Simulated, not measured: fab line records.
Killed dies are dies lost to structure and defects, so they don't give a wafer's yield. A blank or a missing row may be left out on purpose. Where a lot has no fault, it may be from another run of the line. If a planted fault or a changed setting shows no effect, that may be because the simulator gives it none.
Problem report, 8D (eight disciplines) form, completed by code | flow n5 finfet | the parts of the form that need people (team, actions taken, sign-off) are left out

## 1. THE PROBLEM
run length s at N5_BEOL_M8_CVD_78 reads a mean of 94.7 s on 1 wafer of 1 lot; wafers without a fault read 165.0 s with a standard deviation of 0.34. So: -99 or more standard deviations from the usual mean.
The step: deposits Co from CCTBA/H2, target thk 2 nm, time 142.3 s.
First observed at day 13 18:23: wafer L594.2, on cvd co-01. The record holds 31 wafers of 11 lots with a number at this step. Rule for "out" (also "out of limits"): further than 4 standard deviations from the usual mean. The rest of the wafers with a number are treated as sound.

## 2. WHAT IT IS AND WHAT IT IS NOT
question                    | is                | is not
which readings at this step | run length s      | -
which lots                  | L594              | L579, L580, L582, L584, L586, L587, L589, L590, L591, L593
which wafers of those lots  | L594.2            | L594.1
read on which tools         | cvd co-01         | cvd co-02
when                        | from day 13 18:23 | up to then (30 sound wafers)

## 3. WHAT RULES OUT EACH SUSPECT
Counting: if a tool at a process step up to the reading ran every lot that is out, it stays a suspect. Sound lots after the first of them don't rule it out here, since some wafers of a struck lot are sound.
- rie diel-01 at N5_BEOL_M8_ETCH_72 (etches underlayer in N2/H2, target depth 6.5 nm, time 5.2 s): kept. It ran the lot that is out, L594 (day 13 16:50); its last sound lot up to then is L590 (day 13 04:16).
- cvd co-01 at N5_BEOL_M8_CVD_78 (deposits Co from CCTBA/H2, target thk 2 nm, time 142.3 s): kept. It ran the lot that is out, L594 (day 13 18:23); its last sound lot up to then is L590 (day 13 05:57). On those wafers its own readings are out: run length s.
- Within rie diel-01 at N5_BEOL_M8_ETCH_72, the wafers that are out were processed in chamber 2 and their sound lot-mates in chamber 3.
- Within cvd co-01 at N5_BEOL_M8_CVD_78, the wafers that are out were processed in chamber 0 and their sound lot-mates in chamber 2.
The count leaves cvd co-01 at N5_BEOL_M8_CVD_78 and rie diel-01 at N5_BEOL_M8_ETCH_72.

## 4. THE CAUSE (what the simulator had put in)
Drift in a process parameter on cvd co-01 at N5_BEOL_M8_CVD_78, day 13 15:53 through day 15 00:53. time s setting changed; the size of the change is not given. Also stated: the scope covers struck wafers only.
Of the 2 suspects that counting leaves, this tool is one.

## 5. SEQUENCE OF EFFECTS, ordered by route
One row per reading whose mean, taken over the struck wafers that have a number, lies over 3 standard deviations from the usual. Only readings whose record carries a usual standard deviation are examined. hours: median over the lots of the time between each lot's start at the first step of this table that gives one and its start at this step. sigmas: the change, counted in usual standard deviations.
hours | step              | reading      | usual   | on struck wafers | change | sigmas
0     | N5_BEOL_M8_CVD_78 | run length s | 165.0 s | 94.7             | -70.3  | -99 or more
Here are the process steps it includes:
- N5_BEOL_M8_CVD_78: deposits Co from CCTBA/H2, target thk 2 nm, time 142.3 s.
Later steps that measure or inspect, where all struck wafers having a row at the step show a number for every such reading and not one has moved that far: N5_BEOL_M8_THK_MEAS_53.

## 6. WHAT WOULD HAVE CAUGHT IT SOONER
First out-of-limits reading in this record: day 13 18:23, which is 2 hours after fault onset at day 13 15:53.
